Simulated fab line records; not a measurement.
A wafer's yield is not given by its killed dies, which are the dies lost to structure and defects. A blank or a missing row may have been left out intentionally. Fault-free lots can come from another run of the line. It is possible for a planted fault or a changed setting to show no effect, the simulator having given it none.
A struck lot beside a sound one    flow n5 finfet    16 steps out of a route of 1938
Sound: the wafers L408.1, L408.5, L408.6. Wafers struck: L400.2, L400.3, L400.5. Last of all comes the cause.
Each step with rows lists, per side, the tool, then ch with its chambers, then its first start. Under that, the readings that differ: sound wafers    struck wafers    difference of the means    sigmas: that difference in standard deviations of wafers without a fault.
alike: words and numbers the same on both sides, and readings whose means are apart by under 2 such deviations; not compared: readings that were withheld, readings missing a value for some wafer, numbers with overlapping values and no deviation given by the record, and bounds like >300 which may hide the same value.
Wherever a step has rows on one side only, a row that says differs or no value, or a row with sigmas, the two part there. Non-overlapping numbers with no deviation appear without sigmas and do not part them. A reading that every wafer of one side lacks parts them only if that side has two wafers or more.

first, 4 steps without rows for these wafers: N5_BEOL_M1_HM_STRIP_39 (strips TiN in peroxide tin strip, target depth 25 nm, time 158 s); N5_BEOL_M1_SRD_40 (time 30 s); N5_BEOL_M1_PRECLEAN_42 (cleans in residue remover, time 60 s); N5_BEOL_M1_SRD_43 (time 30 s).
N5_BEOL_M1_CD_MEAS_35: target cd 18 nm, target cd y 21 nm.
  sound on cd sem-03 at day 10 16:02; struck on cd sem-01 at day 8 10:00
  alike: cd nm
N5_BEOL_M1_DEGAS_44: time 60 s.
  sound on pvd sputter-03 at day 10 16:42; struck on pvd sputter-01 at day 8 10:21
  alike: heater power w
N5_BEOL_M1_PRE_CLEAN_45: time 30 s.
  sound on pvd sputter-03 at day 10 16:44; struck on pvd sputter-01 at day 8 10:23
reading             sound        struck       difference  sigmas
heater power w (W)  293 308 292  368 364 346  +62         +2
then, 1 step without rows for these wafers: N5_BEOL_M1_ALD_84 (deposits TaN, pulse time 2 s, purge time 3 s, co reactant purge time 2 s).
N5_BEOL_M1_SURFACE_TREAT_85:
  sound on pvd sputter-01 at day 10 17:11; struck on pvd sputter-03 at day 8 10:46
  not compared: throttle valve pct
then, 2 steps without rows for these wafers: N5_BEOL_M1_CVD_47 (deposits Co from CCTBA/H2, target thk 3 nm, time 223.8 s); N5_BEOL_M1_SPUTTER_48 (material Cu, target thk 4.5 nm, time 8.29 s).
N5_BEOL_M1_ANNEAL_49: time 240 s.
  sound on pvd sputter-01 at day 10 17:40; struck on pvd sputter-01 at day 8 11:04
  alike: heater power w
N5_BEOL_M1_SPUTTER_79: material Cu, target thk 4.5 nm, time 8.29 s.
  sound on pvd sputter-01 at day 10 17:49; struck on pvd sputter-01 at day 8 11:13
  no value came back on the struck wafers for any of 5 readings (chamber pressure pa (Pa), chuck gas flow sccm (sccm) and others); on the sound wafers chamber pressure pa (Pa) reads 0.06991 0.07006 0.06997
N5_BEOL_M1_ANNEAL_80: time 240 s.
  sound on pvd sputter-01 at day 10 17:53; struck on pvd sputter-01 at day 8 11:17
  alike: heater power w
N5_BEOL_M4_RC_MEAS_101:
  sound on prober-02 ch 0, day 12 04:53; struck on prober-01 ch 0, day 10 04:25
  alike: DIBL_N, DIBL_P, IOFF_N, IOFF_P, ION_N, ION_P, SS_N, SS_P, VT_N, VT_P
-- record jumps: 4 days separate the struck wafers' starts on either side; left off in module BEOL_M4, taken up again in module PASSIVATION, whose first shown step is the route's number 1936 --
N5_PASSIVATION_PROBE_49:
  rows exist in the record for the struck wafers here (prober-01, day 14 14:48), but not for the sound ones

WHERE THEY PART
At N5_BEOL_M1_PRE_CLEAN_45 first; at N5_PASSIVATION_PROBE_49 last (within this record only).

WHY: the cause the simulator had injected
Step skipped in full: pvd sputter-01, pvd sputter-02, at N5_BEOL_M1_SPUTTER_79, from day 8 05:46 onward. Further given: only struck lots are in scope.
